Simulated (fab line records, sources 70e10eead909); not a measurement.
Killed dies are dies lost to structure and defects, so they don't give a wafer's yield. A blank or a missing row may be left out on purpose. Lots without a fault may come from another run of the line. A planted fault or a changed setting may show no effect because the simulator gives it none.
Chamber matching | flow nand_harc | NHARC_A_SGD_CUT_CMP_21 on cmp-01: 4 sister chambers
The step polishes, target thk 148.19 nm. 16 wafers are shown with their chamber, then 8 later ones without.

WAFERS WITH THEIR CHAMBER
wafer  | chamber | motor_current_A (A) | time_to_endpoint_s (s)
L076.2 | 2       | 11.7                | 47
L076.5 | 2       | 12.3                | 46
L076.6 | 1       | 11.3                | 51
L080.2 | 3       | 13.6                | 47
L080.5 | 1       | 10.9                | 48
L080.6 | 2       | 11.8                | 46
L081.2 | 1       | 10.9                | 51
L081.3 | 2       | 12.8                | 47
L081.4 | 3       | 12.3                | 48
L082.1 | 2       | 12.3                | 45
L082.4 | 1       | 10.7                | 47
L082.6 | 3       | 12.4                | 44
L085.3 | 3       | 13.0                | 50
L085.5 | 1       | 10.8                | 51
L085.6 | 0       | 11.8                | 48
L087.1 | 0       | 11.7                | 48

SIGNATURES (means of the wafers above)
reading            | chamber 0 | chamber 1 | chamber 2 | chamber 3 | scatter within a chamber
motor_current_A    | 11.750    | 10.920    | 12.180    | 12.825    | 0.417
time_to_endpoint_s | 48.00     | 49.60     | 46.20     | 47.25     | 1.75
Rule: a wafer's distance from a chamber is the root of the sum, over the readings, of the square of ((its reading less the chamber's mean) divided by the reading's scatter). The wafer belongs to the nearest chamber; if the next one is less than 2 further off, it can't be placed. The scatter: the root of (the sum of the squares of (reading less its chamber's mean) over the shown wafers, divided by (wafers less chambers)).

WAFERS WITHOUT THEIR CHAMBER
wafer  | motor_current_A (A) | time_to_endpoint_s (s)
L087.3 | 12.3                | 48
L087.5 | 12.4                | 48
L086.1 | 12.7                | 49
L086.3 | 12.2                | 48
L086.4 | 13.1                | 46
L093.1 | 12.3                | 49
L093.3 | 12.4                | 48
L093.6 | 11.5                | 47

WHICH CHAMBER EACH WENT THROUGH
wafer  | from the rows above               | in truth
L087.3 | can't be placed: 2 or 0 or 3      | 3
L087.5 | can't be placed: 3 or 2 or 0      | 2
L086.1 | can't be placed: 3 or 2 or 0      | 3
L086.3 | can't be placed: 2 or 0 or 3      | 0
L086.4 | can't be placed: 3 or 2           | 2
L093.1 | can't be placed: 0 or 3 or 2 or 1 | 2
L093.3 | can't be placed: 3 or 2 or 0      | 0
L093.6 | can't be placed: 0 or 2 or 1      | 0
Placed correctly: 0 of 8. Can't be placed from these rows: 8 (the true chamber is among the candidates in 8). Placed wrongly: 0.
